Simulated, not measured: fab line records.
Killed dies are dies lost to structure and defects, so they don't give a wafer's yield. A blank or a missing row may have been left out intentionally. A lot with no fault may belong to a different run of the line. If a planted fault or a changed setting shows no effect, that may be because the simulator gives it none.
Comparing a struck lot with a sound one | flow nand-harc | 14 out of 1302 route steps
Sound: the wafers L760.1, L760.3, L760.6. Struck: wafer L776.5. At the end, the cause is stated.
Each step with rows lists, per side, the tool, then ch with its chambers, then its first start. Under that, the readings that differ: sound wafers | struck wafers | difference of the means | sigmas: that difference in standard deviations of wafers without a fault.
alike: readings whose means differ by less than 2 such deviations, and words and numbers that are the same on both sides. not compared: withheld readings, readings that some wafer has no value for, bounds like >300 that may hide the same value, and numbers for which the record gives no deviation and whose values overlap.
A row with sigmas, a row that says differs or no value, or rows on one side alone: a step with any of these is where the two part. When numbers do not overlap yet have no deviation, they are printed without sigmas and do not part them. Lack of a reading on every wafer of one side parts them only where that side has two or more wafers.

NHARC_A_BONDPAD_THK_MEAS_20: measures by xrf.
  sound on film-metro-01, day 24 02:58; struck on film-metro-02, day 30 18:46
  alike: thk-nm
then, 1 step without rows for these wafers: NHARC_A_BONDPAD_SRD_21 (time 30 s, dry time 20 s).
NHARC_A_BONDPAD_INSPECT_23:
  sound on defect-inspect-01, day 24 03:10; struck on defect-inspect-01, day 30 18:58
  alike: raw-defect-count
NHARC_HYBRID_BOND_ACTIVATE_00: chemistry N2, time 60 s.
  sound on rie-diel-09 ch 0,1,3, day 24 03:15; struck on rie-diel-09 ch 2, day 30 19:07
  reading               | sound             | struck | difference | sigmas
  oes-product-au (a.u.) | 1.016 1.007 1.004 | 0.995  | -0.014     | -2
  alike: drypump-motor-current-A, rf-vpp-V, showerhead-plenum-p-Torr
  not compared: rf-hours-counter-h
then, 4 steps without rows for these wafers: NHARC_HYBRID_BOND_PRECLEAN_01 (cleans in DIW, time 300 s); NHARC_HYBRID_BOND_SRD_02 (time 30 s, dry time 20 s); NHARC_HYBRID_BOND_BOND_03; NHARC_HYBRID_BOND_ANNEAL_04 (time 7200 s).
NHARC_HYBRID_BOND_OVL_MEAS_05:
  sound on overlay-01, day 24 11:43; struck on overlay-01, day 31 04:29
  alike: overlay-x-nm, overlay-y-nm
NHARC_HYBRID_BOND_INSPECT_06: inspects for defects (ir void).
  sound on defect-inspect-01, day 24 11:46; struck on defect-inspect-01, day 31 04:34
  alike: raw-defect-count
NHARC_THIN_TSV_GRIND_00:
  sound on grinder-01 ch 0, day 24 13:08; struck on grinder-01 ch 0, day 31 06:41
  reading             | sound                | struck | difference | sigmas
  motor-current-A (A) | 11.990 11.993 11.989 | 12.054 | +0.063     | +3
NHARC_THIN_TSV_CMP_01: polishes.
  sound on cmp-03 ch 1,3, day 24 14:22; struck on cmp-01 ch 0, day 31 07:13
  alike: motor-current-A
NHARC_THIN_TSV_THK_MEAS_02: measures by ir.
  sound on film-metro-02, day 24 14:38; struck on film-metro-02, day 31 07:23
  reading     | sound          | struck | difference | sigmas
  thk-nm (nm) | 2458 2798 3029 | 0      | -2762      | -11
after that, 1 step had no rows for these wafers: NHARC_THIN_TSV_SRD_03.

== WHERE THEY PART ==
Earliest at NHARC_HYBRID_BOND_ACTIVATE_00; latest, in this record, at NHARC_THIN_TSV_THK_MEAS_02.

WHY: whatever the simulator had introduced
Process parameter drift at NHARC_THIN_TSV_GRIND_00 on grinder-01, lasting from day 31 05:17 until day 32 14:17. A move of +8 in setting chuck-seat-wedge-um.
